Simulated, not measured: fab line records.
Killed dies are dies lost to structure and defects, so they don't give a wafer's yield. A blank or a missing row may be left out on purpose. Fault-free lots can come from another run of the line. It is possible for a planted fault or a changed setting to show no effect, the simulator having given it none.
A struck lot beside a sound one	flow n5Finfet	40 steps out of a route of 1938
Sound: wafers L463.1, L463.4, L463.6. Struck: wafer L470.5 (left out: L470.3, L470.6 of the same lot, which were not struck); the cause appears at the end.
Per side, at each step with rows, come the tool, then ch with its chambers, and then its first start. Under that, the readings that differ: sound wafers	struck wafers	difference of the means	sigmas: that difference in standard deviations of wafers without a fault.
alike: a reading whose means differ by less than 2 such deviations, as well as words and numbers matching on both sides. not compared: withheld readings; readings where some wafer has no value; bounds like >300 that might hide an equal value; numbers whose values overlap and for which the record gives no deviation.
Wherever a step has rows on one side only, a row that says differs or no value, or a row with sigmas, the two part there. Numbers that don't overlap but have no deviation are shown without sigmas and don't part them. A reading that every wafer of one side lacks parts them only if that side has two wafers or more.

first, 11 steps without rows for these wafers: N5_BEOL_M1_ANNEAL_89 (time 240 s); N5_BEOL_M1_SPUTTER_90 (material Cu, target thk 4.5 nm, time 8.29 s); N5_BEOL_M1_ANNEAL_91 (time 240 s); N5_BEOL_M1_SPUTTER_92 (material Cu, target thk 4.5 nm, time 8.29 s); N5_BEOL_M1_ANNEAL_93 (time 240 s); N5_BEOL_M1_SPUTTER_94 (material Cu, target thk 4.5 nm, time 8.29 s); N5_BEOL_M1_ANNEAL_95 (time 240 s); N5_BEOL_M1_SPUTTER_96 (material Cu, target thk 4.5 nm, time 8.29 s); N5_BEOL_M1_ECD_50 (material Cu, target thk 300 nm); N5_BEOL_M1_ANNEAL_51 (time 90 s); N5_BEOL_M1_CMP_52 (polishes, stops on SiOC, t overpolish 6.8 s, target thk 40 nm).
N5_BEOL_M1_PRE_CLEAN_60: time 15 s.
  sound on cvdCo-01 ch 0,2, day 7 07:28; struck on cvdCo-01 ch 0, day 8 23:31
  alike: heaterPowerW
then, 3 steps without rows for these wafers: N5_BEOL_M1_CO_CAP_55 (material Co, precursor CCTBA/H2, target thk 2 nm, time 102.1 s); N5_BEOL_M1_PRE_CLEAN_56 (time 15 s); N5_BEOL_M1_DEP_57 (deposits SiCN from 3MS/NH3, target thk 8 nm, time 14 s).
N5_BEOL_M1_INSPECT_59: inspects for defects (darkfield).
  sound: defectInspect-02 at day 7 07:43; struck: defectInspect-02 at day 8 23:46
reading	sound	struck	difference	sigmas
rawDefectCount	68 50 52	358	+301	+14
then, 12 steps without rows for these wafers: N5_BEOL_M2_ILD_DEP_00 (deposits SiOC from DEMS/O2, target thk 79 nm, time 15.3 s); N5_BEOL_M2_PECVD_72 (deposits SiO2 from TEOS/O2, target thk 16 nm, time 18 s); N5_BEOL_M2_HM_DEP_02 (deposits TiN, target thk 20 nm); N5_BEOL_M2_COAT_61 (time 60 s, resist thk 60 nm); N5_BEOL_M2_COAT_62 (time 60 s, resist thk 12 nm); N5_BEOL_M2_COAT_73 (time 60 s, resist thk 5 nm); N5_BEOL_M2_COAT_05 (resist thk 30 nm); N5_BEOL_M2_EBR_07; N5_BEOL_M2_SOFTBAKE_06 (time 60 s); N5_BEOL_M2_EXPOSE_08 (exposes mask M2); N5_BEOL_M2_PEB_09 (peb time 60 s); N5_BEOL_M2_DEVELOP_10 (develop time 30 s).
N5_BEOL_M2_INSPECT_13: inspects for defects (brightfield).
  sound: defectInspect-01 at day 7 09:16; struck: defectInspect-01 at day 9 00:46
reading	sound	struck	difference	sigmas
rawDefectCount	310 289 309	653	+350	+4
then, 8 steps without rows for these wafers: N5_BEOL_M2_DESCUM_16 (chemistry O2, time 7 s); N5_BEOL_M2_ETCH_74 (etches underlayer in N2/H2, target depth 6.5 nm, time 5.2 s); N5_BEOL_M2_ETCH_63 (etches SiARC in CF4, target depth 15.6 nm, time 26 s); N5_BEOL_M2_ETCH_64 (etches SOC in N2/H2, target depth 75 nm, overetch 22.5 nm, time 121.9 s); N5_BEOL_M2_STRIP_65 (strips in N2/H2); N5_BEOL_M2_STRIP_75 (strips in N2/H2); N5_BEOL_M2_STRIP_66 (strips in CF4); N5_BEOL_M2_HM_OPEN_17 (chemistry Cl2/BCl3, target TiN, target depth 20 nm, overetch 6 nm).
N5_BEOL_M2_INSPECT_30: inspects for defects (brightfield).
  sound: defectInspect-01 at day 7 10:19; struck: defectInspect-02 at day 9 01:39
reading	sound	struck	difference	sigmas
rawDefectCount	325 288 302	655	+350	+4
N5_BEOL_M4_RC_MEAS_101:
  sound on prober-01 ch 0, day 8 19:42; struck on prober-02 ch 0, day 10 19:25
  alike: DIBL_N, DIBL_P, IOFF_N, IOFF_P, ION_N, ION_P, SS_N, SS_P, VT_N, VT_P
-- record jumps: 4 days separate the struck wafers' starts on either side; left off in module BEOL_M4, taken up again in module PASSIVATION, whose first shown step is the route's number 1936 --
N5_PASSIVATION_PROBE_49:
  only the struck wafers here have rows in the record (prober-02, day 15 04:34); the sound ones have none

== WHERE THEY PART ==
At N5_BEOL_M1_INSPECT_59 first; at N5_PASSIVATION_PROBE_49 last (within this record only).

WHY: what the simulator had put in
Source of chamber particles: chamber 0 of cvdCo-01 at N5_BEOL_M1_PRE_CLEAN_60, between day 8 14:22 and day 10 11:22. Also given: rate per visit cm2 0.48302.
